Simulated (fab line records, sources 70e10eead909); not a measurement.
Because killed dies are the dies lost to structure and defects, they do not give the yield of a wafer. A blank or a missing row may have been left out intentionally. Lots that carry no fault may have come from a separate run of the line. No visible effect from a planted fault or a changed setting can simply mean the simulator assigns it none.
Which tool is to blame? || flow nand harc || 14 lots with 42 wafers sampled at 3 steps, on a route of 1302 steps

WHAT THE GAUGES SHOWED, per wafer
NHARC_P_M1_CD_MEAS_09: target cd 130 nm.
{"lot": "L387", "measured": "day 6 09:23", "on": "cd sem-02", "cd nm (nm)": "129.9 130.0 130.8"}
{"lot": "L388", "measured": "day 6 17:26", "on": "cd sem-03", "cd nm (nm)": "129.5 128.8 129.3"}
{"lot": "L389", "measured": "day 7 05:14", "on": "cd sem-03", "cd nm (nm)": "128.8 128.5 128.7"}
{"lot": "L390", "measured": "day 7 09:35", "on": "cd sem-03", "cd nm (nm)": "130.6 130.0 130.5"}
{"lot": "L391", "measured": "day 8 00:38", "on": "cd sem-03", "cd nm (nm)": "129.9 129.4 130.4"}
{"lot": "L392", "measured": "day 8 08:17", "on": "cd sem-02", "cd nm (nm)": "130.0 130.5 130.3"}
{"lot": "L393", "measured": "day 8 20:10", "on": "cd sem-02", "cd nm (nm)": "128.7 129.2 130.4"}
{"lot": "L394", "measured": "day 9 09:58", "on": "cd sem-03", "cd nm (nm)": "130.4 129.5 130.9"}
{"lot": "L396", "measured": "day 10 05:26", "on": "cd sem-03", "cd nm (nm)": "129.0 129.5 129.8"}
{"lot": "L397", "measured": "day 10 11:29", "on": "cd sem-03", "cd nm (nm)": "130.3 129.3 130.1"}
{"lot": "L398", "measured": "day 10 20:52", "on": "cd sem-01", "cd nm (nm)": "129.2 129.0 128.5"}
{"lot": "L400", "measured": "day 11 19:49", "on": "cd sem-01", "cd nm (nm)": "131.0 130.5 130.9"}
{"lot": "L404", "measured": "day 13 04:49", "on": "cd sem-02", "cd nm (nm)": "110.3 110.7 110.4"}
{"lot": "L408", "measured": "day 14 21:33", "on": "cd sem-01", "cd nm (nm)": "115.4 114.7 114.7"}

EACH LOT AND THE TOOL THAT RAN IT (in order: tool; ch and the chambers of the sampled wafers; start)
{"lot": "L387", "NHARC_P_M0_DEP_32": "pecvd-02 ch 0,2, day 6 08:18", "NHARC_P_M1_EXPOSE_06": "arfi scanner-03 ch 0, day 6 09:14"}
{"lot": "L388", "NHARC_P_M0_DEP_32": "pecvd-03 ch 0,1,2, day 6 16:11", "NHARC_P_M1_EXPOSE_06": "arfi scanner-01 ch 0, day 6 17:17"}
{"lot": "L389", "NHARC_P_M0_DEP_32": "pecvd-02 ch 0,2, day 7 04:09", "NHARC_P_M1_EXPOSE_06": "arfi scanner-01 ch 0, day 7 05:05"}
{"lot": "L390", "NHARC_P_M0_DEP_32": "pecvd-03 ch 0,1,2, day 7 08:22", "NHARC_P_M1_EXPOSE_06": "arfi scanner-03 ch 0, day 7 09:27"}
{"lot": "L391", "NHARC_P_M0_DEP_32": "pecvd-03 ch 0,1,2, day 7 23:25", "NHARC_P_M1_EXPOSE_06": "arfi scanner-03 ch 0, day 8 00:30"}
{"lot": "L392", "NHARC_P_M0_DEP_32": "pecvd-02 ch 0,1,2, day 8 07:05", "NHARC_P_M1_EXPOSE_06": "arfi scanner-01 ch 0, day 8 08:08"}
{"lot": "L393", "NHARC_P_M0_DEP_32": "pecvd-04 ch 0,2, day 8 18:58", "NHARC_P_M1_EXPOSE_06": "arfi scanner-02 ch 0, day 8 20:02"}
{"lot": "L394", "NHARC_P_M0_DEP_32": "pecvd-03 ch 0,1,2, day 9 08:49", "NHARC_P_M1_EXPOSE_06": "arfi scanner-01 ch 0, day 9 09:49"}
{"lot": "L396", "NHARC_P_M0_DEP_32": "pecvd-03 ch 0,1,2, day 10 04:11", "NHARC_P_M1_EXPOSE_06": "arfi scanner-02 ch 0, day 10 05:18"}
{"lot": "L397", "NHARC_P_M0_DEP_32": "pecvd-02 ch 0,1, day 10 10:15", "NHARC_P_M1_EXPOSE_06": "arfi scanner-03 ch 0, day 10 11:20"}
{"lot": "L398", "NHARC_P_M0_DEP_32": "pecvd-03 ch 0,1, day 10 19:41", "NHARC_P_M1_EXPOSE_06": "arfi scanner-02 ch 0, day 10 20:44"}
{"lot": "L400", "NHARC_P_M0_DEP_32": "pecvd-04 ch 1,2, day 11 18:37", "NHARC_P_M1_EXPOSE_06": "arfi scanner-01 ch 0, day 11 19:41"}
{"lot": "L404", "NHARC_P_M0_DEP_32": "pecvd-02 ch 0,1,2, day 13 03:42", "NHARC_P_M1_EXPOSE_06": "arfi scanner-01 ch 0, day 13 04:41"}
{"lot": "L408", "NHARC_P_M0_DEP_32": "pecvd-03 ch 0,1,2, day 14 20:25", "NHARC_P_M1_EXPOSE_06": "arfi scanner-01 ch 0, day 14 21:25"}
- NHARC_P_M0_DEP_32: deposits SiCN, target thk 30 nm.
- NHARC_P_M1_EXPOSE_06: exposes mask P M1, target cd 130 nm.

WHAT THE TOOLS THEMSELVES READ (means of the sampled wafers that have a number; where no wafer has one, the mark that the record gives instead)
NHARC_P_M0_DEP_32.
{"lot": "L387", "tool": "pecvd-02", "heater power outer w (W)": 255, "heater power w (W)": 479}
{"lot": "L388", "tool": "pecvd-03", "heater power outer w (W)": 347, "heater power w (W)": 575}
{"lot": "L389", "tool": "pecvd-02", "heater power outer w (W)": 291, "heater power w (W)": 529}
{"lot": "L390", "tool": "pecvd-03", "heater power outer w (W)": 346, "heater power w (W)": 587}
{"lot": "L391", "tool": "pecvd-03", "heater power outer w (W)": 323, "heater power w (W)": 558}
{"lot": "L392", "tool": "pecvd-02", "heater power outer w (W)": 286, "heater power w (W)": 522}
{"lot": "L393", "tool": "pecvd-04", "heater power outer w (W)": 347, "heater power w (W)": 627}
{"lot": "L394", "tool": "pecvd-03", "heater power outer w (W)": 347, "heater power w (W)": 585}
{"lot": "L396", "tool": "pecvd-03", "heater power outer w (W)": 355, "heater power w (W)": 590}
{"lot": "L397", "tool": "pecvd-02", "heater power outer w (W)": 354, "heater power w (W)": 623}
{"lot": "L398", "tool": "pecvd-03", "heater power outer w (W)": 320, "heater power w (W)": 554}
{"lot": "L400", "tool": "pecvd-04", "heater power outer w (W)": 313, "heater power w (W)": 540}
{"lot": "L404", "tool": "pecvd-02", "heater power outer w (W)": 295, "heater power w (W)": 532}
{"lot": "L408", "tool": "pecvd-03", "heater power outer w (W)": 348, "heater power w (W)": 584}

NHARC_P_M1_EXPOSE_06.
{"lot": "L387", "tool": "arfi scanner-03", "exposure dose mJ cm2": 81.84}
{"lot": "L388", "tool": "arfi scanner-01", "exposure dose mJ cm2": 81.89}
{"lot": "L389", "tool": "arfi scanner-01", "exposure dose mJ cm2": 81.84}
{"lot": "L390", "tool": "arfi scanner-03", "exposure dose mJ cm2": 81.88}
{"lot": "L391", "tool": "arfi scanner-03", "exposure dose mJ cm2": 81.99}
{"lot": "L392", "tool": "arfi scanner-01", "exposure dose mJ cm2": 81.95}
{"lot": "L393", "tool": "arfi scanner-02", "exposure dose mJ cm2": 81.90}
{"lot": "L394", "tool": "arfi scanner-01", "exposure dose mJ cm2": 81.99}
{"lot": "L396", "tool": "arfi scanner-02", "exposure dose mJ cm2": 81.81}
{"lot": "L397", "tool": "arfi scanner-03", "exposure dose mJ cm2": 81.82}
{"lot": "L398", "tool": "arfi scanner-02", "exposure dose mJ cm2": 81.87}
{"lot": "L400", "tool": "arfi scanner-01", "exposure dose mJ cm2": 81.89}
{"lot": "L404", "tool": "arfi scanner-01", "exposure dose mJ cm2": 58.71}
{"lot": "L408", "tool": "arfi scanner-01", "exposure dose mJ cm2": 63.51}

THE ANSWER, worked out from the rows above alone
Rule: usual is defined by the lots themselves. The widest of any qualifying gaps counts: lots, ordered by their means at a reading, are off when they make up no more than a third of the lots, leave a main group of 4 or more, and stand apart from it by 3 or more times the standard deviation of that group's means. If all means in a main group match to the digits the tables above print for the reading, that group is not used. Also off: a lot with no number at a reading for which 4 or more lots have one. All remaining lots with rows at the step are treated as sound. First the gauges in route order, then the tools' own readings, where a lot's mean is used as printed above. The first step at which some lot is off is used, and at that step the reading that is off furthest; a lot without a number counts as furthest.
Off, at NHARC_P_M1_CD_MEAS_09 on cd nm: L404, L408. The main group: mean 129.8 nm, standard deviation 0.62.
A tool fits if, at a process step before that reading, it ran every lot that is off, and no sound lot after the first of them. Not tried: the gauges at NHARC_P_M1_CD_MEAS_09; whatever is off there is also off at NHARC_P_M1_EXPOSE_06, on other tools, and gauge error can't account for it. One candidate fits, namely arfi scanner-01 at NHARC_P_M1_EXPOSE_06. A fault onset in the window from L400 (day 11 19:41, its last sound lot) to L404 (day 13 04:41, its first lot off) fits.
The tool's own readings at NHARC_P_M1_EXPOSE_06 bear it out: on the lots that are off they differ by more than 5 times the standard deviation of the sound lots' means. exposure dose mJ cm2 reads 61.11 there against 81.89 on the sound lots.

WHAT THE SIMULATOR HAD INSERTED
Process parameters drifting: arfi scanner-01 at NHARC_P_M1_EXPOSE_06, beginning at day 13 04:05. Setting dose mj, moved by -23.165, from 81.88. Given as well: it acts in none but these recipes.
Shown lots that were struck: L404, L408. The rule given above showed the same thing.
